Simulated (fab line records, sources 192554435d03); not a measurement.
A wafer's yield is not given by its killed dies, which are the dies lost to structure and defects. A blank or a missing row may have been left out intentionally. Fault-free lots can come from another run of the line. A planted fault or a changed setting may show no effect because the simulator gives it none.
fab line records    flow n5_finfet    part 2 of 2: steps 41 to 41 of 41
record: lots: 5  wafers: 15  last_day: 16
route steps=1938 shown BEOL_M4@1099 BEOL_M5@1112 BEOL_M10@1480 BEOL_M15@1830 PASSIVATION@1936
lots with no fault: from the same line, run without faults
start_h: the number of hours between the record's first day and the start of the first shown wafer of the lot    wait_h: hours elapsed since this lot's preceding step    " same as the row above    L1.1+2: one row covering several wafers at once    - no value, or no start was given    * or withheld: withheld    < > ~ a bound
route shown NAME@n: NAME is a module with steps in the file, n the number in the route of the first one    usual: mean/standard deviation taken from wafers without a fault    same: alike in all rows    chamber/n: place in a boat    sites: the reading at each site    _std_site: the standard deviation of these    _edge_site: the outer-site mean with the inner-site mean subtracted    radius_mm: for every site, how far away it sits from the centre of the wafer    mask NAME#n: copy n    behind: the last tool/chamber to shape the wafer    hold: what put the lot on hold/how long, in hours/how the hold closed    device: names the non-switching transistor (n, p or np)    end of line: the same wafers' tests at the end of the route    for a step that has no rows: nothing shown but its recipe    killed: count of dies lost to structure and defects at first sort (not the wafer's yield)    map: the dies of a wafer, with x for killed, . for not killed, _ for no die there
set.NAME: setting as actually run; set.NAME@STEP: the setting as run at that earlier step    model.NAME: the simulator's own value behind a step, which no gauge read
lots seen at some steps along the route; tables by step, rows by wafer
services: the hour from which a tool's chamber was out of use, counted from the record's first day as start_h (under 0 if before that day), plus the number of hours and why
== steps ==
step: N5_PASSIVATION_PROBE_49
usual: defect_limited_yield: 91.5/1.4  killed_at_M0_to_M3: 33/10  killed_at_M4_up: 13/5  killed_at_contacts: 13/5.6  killed_at_front_end: 38/12  killed_at_other: 3.9/2.7  killed_dies: 100/16  killed_on_rim: 13/4  killed_open: 66/13  killed_short: 32/7.2  sort_bin_5_function: 5.0/0.97  sort_bin_6_memory: 3.2/0.61  sort_n_pass: 1080/16  sort_yield_pct: 91.5/1.4
same: gross_dies: 1180  killed_at_back_side: 0  sort_bin_4_leakage[%]: 0  sort_bin_8_speed[%]: 0
lot.wafer  tool       chamber  start_h  wait_h  defect_limited_yield[%]  killed_at_M0_to_M3  killed_at_M4_up  killed_at_contacts  killed_at_front_end  killed_at_other  killed_dies  killed_on_rim  killed_open  killed_short  sort_bin_5_function[%]  sort_bin_6_memory[%]  sort_n_pass  sort_yield_pct[%]
L433.1     prober-01  -        309.56   0.0     93.1                     33                  9                13                  24                   2                81           6              54           26            3.7                     3.0                   1099         93.1
L433.3     prober-01  -        309.66   0.1     92.2                     35                  6                15                  34                   2                92           20             53           39            4.2                     3.3                   1088         92.2
L433.4     prober-01  -        309.71   0.2     93.6                     18                  13               10                  30                   4                75           8              50           25            3.6                     2.6                   1105         93.6
L438.1     prober-02  -        336.29   0.0     9.8                      26                  995              8                   30                   5                1064         152            53           29            3.8                     3.1                   116          9.8
L438.2     prober-02  -        336.34   0.1     10.3                     31                  987              10                  23                   8                1059         152            46           28            4.2                     2.3                   121          10.3
L438.6     prober-02  -        336.54   0.3     10.8                     34                  975              17                  25                   2                1053         152            61           23            4.7                     2.3                   127          10.8
L439.1     prober-01  -        337.01   0.0     16.4                     59                  867              19                  41                   0                986          150            89           43            6.7                     4.1                   194          16.4
L439.3     prober-01  -        337.11   0.1     17.5                     53                  866              10                  41                   4                974          152            71           38            5.9                     3.2                   206          17.5
L439.4     prober-01  -        337.16   0.2     11.6                     61                  919              16                  44                   3                1043         152            92           42            7.5                     3.4                   137          11.6
L443.2     prober-02  -        377.98   0.1     80.8                     45                  106              13                  56                   7                227          55             75           48            5.8                     4.6                   953          80.8
L443.4     prober-02  -        378.08   0.2     73.1                     25                  220              10                  59                   4                318          95             59           49            5.8                     3.1                   862          73.1
L443.6     prober-02  -        378.18   0.3     74.8                     35                  211              12                  32                   7                297          89             57           34            4.4                     3.1                   883          74.8
killed by level:class
L433.1 MOL_CONTACT_COAG:geometric_particle:open=12 BEOL_M2:geometric_particle:open=12 BEOL_M1:geometric_particle:open=8 BEOL_M0_SAQP:geometric_particle:short=7 FIN_SAQP:geometric_particle:short=5 STI_FIN_REVEAL:geometric_particle:open=4 FIN_SAQP:geometric_particle:open=3 DUMMY_GATE:geometric_particle:open=2
L433.3 MOL_CONTACT_COAG:geometric_particle:open=11 FIN_SAQP:geometric_particle:short=9 BEOL_M1:geometric_particle:open=9 FIN_SAQP:geometric_particle:open=8 BEOL_M0_SAQP:geometric_particle:short=6 STARTING-WAFER:geometric_particle:short=6 BEOL_M2:geometric_particle:open=5 DUMMY_GATE:geometric_particle:short=5
L433.4 MOL_CONTACT_COAG:geometric_particle:open=9 FIN_SAQP:geometric_particle:short=7 BEOL_M0_SAQP:geometric_particle:short=6 BEOL_M0_SAQP:geometric_particle:open=6 GATE_CUT:geometric_particle:short=5 BEOL_M4:geometric_particle:open=5 STI_FIN_REVEAL:geometric_particle:open=4 FIN_SAQP:geometric_particle:open=3
L438.1 BEOL_M10:area_expose=979 BEOL_M2:geometric_particle:open=9 BEOL_M4:geometric_particle:open=8 STI_FIN_REVEAL:geometric_particle:open=7 MOL_CONTACT_COAG:geometric_particle:open=7 SPACER0:geometric_particle:short=6 BEOL_M0_SAQP:geometric_particle:short=6 BEOL_M0_SAQP:geometric_particle:open=4
L438.2 BEOL_M10:area_expose=982 BEOL_M1:geometric_particle:open=8 MOL_CONTACT_COAG:geometric_particle:open=6 BEOL_M0_SAQP:geometric_particle:open=5 GATE_CUT:geometric_particle:open=4 MOL_CONTACT_COAG:geometric_particle:short=4 FIN_SAQP:geometric_particle:short=3 BEOL_M0_SAQP:geometric_particle:short=3
L438.6 BEOL_M10:area_expose=968 MOL_CONTACT_COAG:geometric_particle:open=14 BEOL_M0_SAQP:geometric_particle:open=8 BEOL_M2:geometric_particle:open=8 FIN_SAQP:geometric_particle:open=6 BEOL_M0_SAQP:geometric_particle:short=6 DUMMY_GATE:geometric_particle:open=4 BEOL_M3:geometric_particle:open=4
L439.1 BEOL_M10:area_expose=854 MOL_CONTACT_COAG:geometric_particle:open=17 BEOL_M0_SAQP:geometric_particle:short=12 FIN_SAQP:geometric_particle:open=10 BEOL_M1:geometric_particle:open=10 BEOL_M2:geometric_particle:open=10 BEOL_M0_SAQP:geometric_particle:open=10 STI_FIN_REVEAL:geometric_particle:open=9
L439.3 BEOL_M10:area_expose=863 BEOL_M2:geometric_particle:open=11 BEOL_M1:geometric_particle:open=11 BEOL_M0_SAQP:geometric_particle:open=11 STI_FIN_REVEAL:geometric_particle:open=10 DUMMY_GATE:geometric_particle:open=8 MOL_CONTACT_COAG:geometric_particle:open=8 BEOL_M0_SAQP:geometric_particle:short=8
L439.4 BEOL_M10:area_expose=907 MOL_CONTACT_COAG:geometric_particle:open=15 BEOL_M0_SAQP:geometric_particle:open=13 BEOL_M0_SAQP:geometric_particle:short=12 FIN_SAQP:geometric_particle:open=11 BEOL_M1:geometric_particle:open=10 BEOL_M2:geometric_particle:open=10 FIN_SAQP:geometric_particle:short=8
L443.2 BEOL_M10:area_expose=101 BEOL_M0_SAQP:geometric_particle:open=19 BEOL_M0_SAQP:geometric_particle:short=14 FIN_SAQP:geometric_particle:open=12 MOL_CONTACT_COAG:geometric_particle:open=11 STI_FIN_REVEAL:geometric_particle:open=10 FIN_SAQP:geometric_particle:short=6 DUMMY_GATE:geometric_particle:open=5
L443.4 BEOL_M10:area_expose=205 FIN_SAQP:geometric_particle:open=13 FIN_SAQP:geometric_particle:short=8 BEOL_M0_SAQP:geometric_particle:short=8 DUMMY_GATE:geometric_particle:open=7 GATE_CUT:geometric_particle:short=6 BEOL_M0_SAQP:geometric_particle:open=6 MOL_CONTACT_COAG:geometric_particle:open=6
L443.6 BEOL_M10:area_expose=203 BEOL_M0_SAQP:geometric_particle:short=14 DUMMY_GATE:geometric_particle:open=10 MOL_CONTACT_COAG:geometric_particle:open=8 BEOL_M0_SAQP:geometric_particle:open=7 FIN_SAQP:geometric_particle:open=5 FIN_CUT:geometric_particle:open=5 BEOL_M2:geometric_particle:open=5
map L438.1 (x killed, . not)
_________________xxxxxxxxxxxx________________
______________xxxxxxxxxxxxxxxxxx_____________
___________xxxxxxxxxxxxxxxxxxxxxxxx__________
__________xxxxxxxxxxxxxxxxxxxxxxxxxx_________
________xxxxxxxxxxxxxxxxxxxxxxxxxxxxxx_______
_______xxxxxxxxxxxxx.xxxxxxxx.xxxxxxxxx______
______xxxxxxxxxxxxxxxxxx.xxxxxxxxxxxxxxx_____
_____xxxxxxxxxxxxxxxx.xxxx.xxxxxxxxxxxxxx____
____xxxxxxx.xxxxxx...x.xxxxx.xxxxxxxxxxxxx___
___xxxxxxx.xx.xxxxx..xxxxxxxxxxxxxxxxxxxxxx__
___xxxxxxxxxxx.xxxxx.x..xx.x.xxxxxxxxxxxxxx__
__xxxxxxxxxxxxxx.xxx.xx.x.xxxxxxxxxxxxxxxxxx_
__xxxxxxxxxxxxxxxxxxxxxxxxxx..x.xxxxxxxxxxxx_
_xxxxxxxxxxxxx.xxxx.xxxxx.xxxxxxxxx.xxxxxxxxx
_xxxxxxxxxx.x.xxx.x.xxxxx..xx.xx.xxxxxxxxxxxx
_xxxxxxxxx.xxx.x.x.xx...x.x.xx.x..xxxxxxxxxxx
_xxxxxxxxxxxxxx.xxxxx.x.xxxxx.xxxxxx.xxxxxxxx
_xxxxxxxxxxx.xxxx..xxx.x.x.x.x.xxxx.xxxxxxxxx
_xxxxxxxxxxxxxxxxxx.xx.xxxx...xxxxxxxxxxxxxxx
_xxxxxxxxxxx.xxxxx.xxxxxxxxx.x..xxxxxxxxxxxxx
_xxxxxxxxxxxx.xx..xx.xxxx.xx.xxxxxxxxxxxxxxxx
__xxxxxxxxxxx.xxx.xx.x.x....xxx..x.x.xxxxxxx_
__xxxxxxxxxx.xxxxxx.x....xxxxx..x.xxxxxxxxxx_
___xxxxxxxxxx.x.x..xxxxxxxxxxxxxxxxxxxxxxxx__
___xxxxxxxxxxxxx.xxxxxxx..xxxxxxxxxxxxxxxxx__
____xxxxxxxxxxxxxx.xxx.xxxxxxxxxxxxxxxxxxx___
_____xxxxxxxxxxxxxx.xxxxxxxxxxxxxxxxxxxxx____
______xxxxxxxxxxx.xxx.xxxxxxxxxxxxxxxxxx_____
_______xxxxxxxxxxxxxxxx.xxxxxxxxxxxxxxx______
________xxxxxxxxxxxxxxxxxxxxxxxxxxxxxx_______
__________xxxxxxxxxxxxxxxxxxxxxxxxxx_________
___________xxxxxxxxxxxxxxxxxxxxxxxx__________
______________xxxxxxxxxxxxxxxxxx_____________
_________________xxxxxxxxxxxx________________
map L439.4 (x killed, . not)
_________________xxxxxxxxxxxx________________
______________xxxxxxxxxxxxxxxxxx_____________
___________xxxxxxxxxxxxxxxxxxxxxxxx__________
__________xxxxxxxxxxxxxxxxxxxxxxxxxx_________
________xxxxxxxxxxxxxxxxxxxxxxxxxxxxxx_______
_______xxxxxxxxxxxxxxxxxxxxxxxxxxxxxxxx______
______xxxxxxxxxx.xxxx...xxxxxxxxxxxxxxxx_____
_____xxxxxxxxx.xxxxxxxx.xxx.xxxxxx.xxx.xx____
____xxxxxxxx.xx.xxxxxxxxxxxx.xxxxxxxxxxxxx___
___xxxxxxxxxxxxxxxx.x.xxxxx..xxxxxxxxxxxxxx__
___xxxxxxxxxxxxxxxxx.xxx..xx.xxxxx.xxxxxxxx__
__xxxxxxxxxxxxx.xx..x.xxx.xx.xxxxxxxxxxxxxxx_
__xxxxxxxxxxx..xx..xx.x..xxxx..xxxxxxxxxxxxx_
_xxxxxxx.xxx.xxxx..x.x.xx..x.xxxxxxxxxxxxxxxx
_xxxxxxxxxxxxxxxxxxx....xx.x.xx..xxxxxxxxxxxx
_xxxxxxxxxxxx.xx.xxx...x..x..x.xxxxxxxxxxxxxx
_xxxxxxxxxxxxx.xx...x..xx....x.xxxxxxxxxxxxxx
_xxxxxxxxxx...x.x...x.xxxxx.x.xxxxxxxxxxxxxxx
_xxxxxxxxxxxxxxxxx..xx.x.x.xx.xx.x.x.xxxxxxxx
_xxxxxxxxx.xxxxxxxx..xxx...xxx.xxxxxxxxxxxxxx
_xxxxxxxxxxxxxxxxxxx..xx.x.x.xx.xxxxx.xxxxxxx
__xxxxxxxxxxxxxxx..x.....xxxxx.xx.xxx.xxxxxx_
__xxxxxxxxxx.x.x.xxxx...xxxxxx.xxxxxxxxxxxxx_
___xxxxxxxxxxxxx.xxxxxx.x.xxxxxxxxxxxxxxxxx__
___xxxxxxxxx.xxxxxxxxx.xxxxx...xxxxxxxxxxxx__
____xxxxxxxxxxxx.xxx.xxxx.xxxxxxxxxxxxxxxx___
_____xxxxxxxxxxxxxxxxxxxxx.xxxxxxxxxxxxxx____
______xxxxxxxxxxxxxxxxxxxxxxxxxxxxxxxxxx_____
_______xxxxxxxxxxxxxxxxxxxxxxxxxxxxxxxx______
________xxxxxxxxxxxx.xxxxxxxxxxxxxxxxx_______
__________xxxxxxxxxxxxxxxxxxxxxxxxxx_________
___________xxxxxxxxxxxxxxxxxxxxxxxx__________
______________xxxxxxxxxxxxxxxxxx_____________
_________________xxxxxxxxxxxx________________
== services ==
tool             chamber  start_h  hours  kind
arfi_scanner-03  -        239.80   0.6    repair
rie_diel-06      1        242.35   55.8   repair
arfi_scanner-01  0        242.59   -      calibration
arfi_scanner-01  -        242.87   4.9    pm
arfi_scanner-01  -        254.36   1.3    pm
rie_diel-06      2        272.24   7.4    repair
arfi_scanner-03  -        278.72   1.3    pm
arfi_scanner-01  -        288.98   1.0    pm
arfi_scanner-03  -        289.58   1.5    pm
arfi_scanner-03  -        295.35   6.0    pm
rie_diel-06      1        298.26   -      clean
rie_diel-06      1        298.26   -      consumable_replace:focus_ring
rie_diel-06      1        298.26   15.7   scheduled_down
rie_diel-06      1        298.26   15.7   vent_cycle
rie_metal-02     -        312.15   1.4    pm
== key ==
first_sign: step: N5_BEOL_M10_EXPOSE_08  reading: exposure_dose_mJ_cm2  direction: up  sigmas: 99+  usual: 53.73  struck: 65.87
effect: step: N5_BEOL_M10_CD_MEAS_11  reading: cd_nm  direction: up  sigmas: 26  usual: 64.0  struck: 76.3  through: control_loop
effect: step: N5_BEOL_M10_CD_MEAS_18  reading: cd_nm  direction: up  sigmas: 24  usual: 70.0  struck: 82.3  through: control_loop
effect: step: N5_BEOL_M15_RC_MEAS_101  reading: SERP_M10  direction: down  sigmas: 7.6  usual: 3.07  struck: 2.56
effect: step: N5_PASSIVATION_PROBE_49  reading: killed_at_M4_up  direction: up  sigmas: 99+  usual: 13  struck: 683
model_effect: step: N5_BEOL_M10_ETCH_61  value: BEOL_M10.cd_offset_nm  without: 0.08889  struck: 12.27
model_effect: step: N5_BEOL_M10_HM_OPEN_17  value: BEOL_M10.cd_offset_nm  without: 0.06667  struck: 12.29
more_kills_born_at: N5_BEOL_M10_EXPOSE_08@arfi_scanner-01: 6062
met_at N5_BEOL_M10_EXPOSE_08
struck_wafers L438.1,L438.2,L438.6,L439.1,L439.3,L439.4,L443.2,L443.4,L443.6
later_rows_left_out L438.1,L438.2,L438.6,L439.1,L439.3,L439.4
loop_trim: step: N5_BEOL_M10_EXPOSE_08  setting: dose  lots: L443
fault: kind: process_parameter_drift  tool: arfi_scanner-01  chamber: -  onset_h: 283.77  steps: N5_BEOL_M10_EXPOSE_08  channel: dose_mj  offset: 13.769  shape: step  acts_in: these_recipes_only  stated: 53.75
later_rows_left_out: the simulator's readings of these wafers behind a module that went badly wrong aren't trusted and aren't shown, but for the sort
loop_trim: a control loop set the setting to another value than it would have without faults
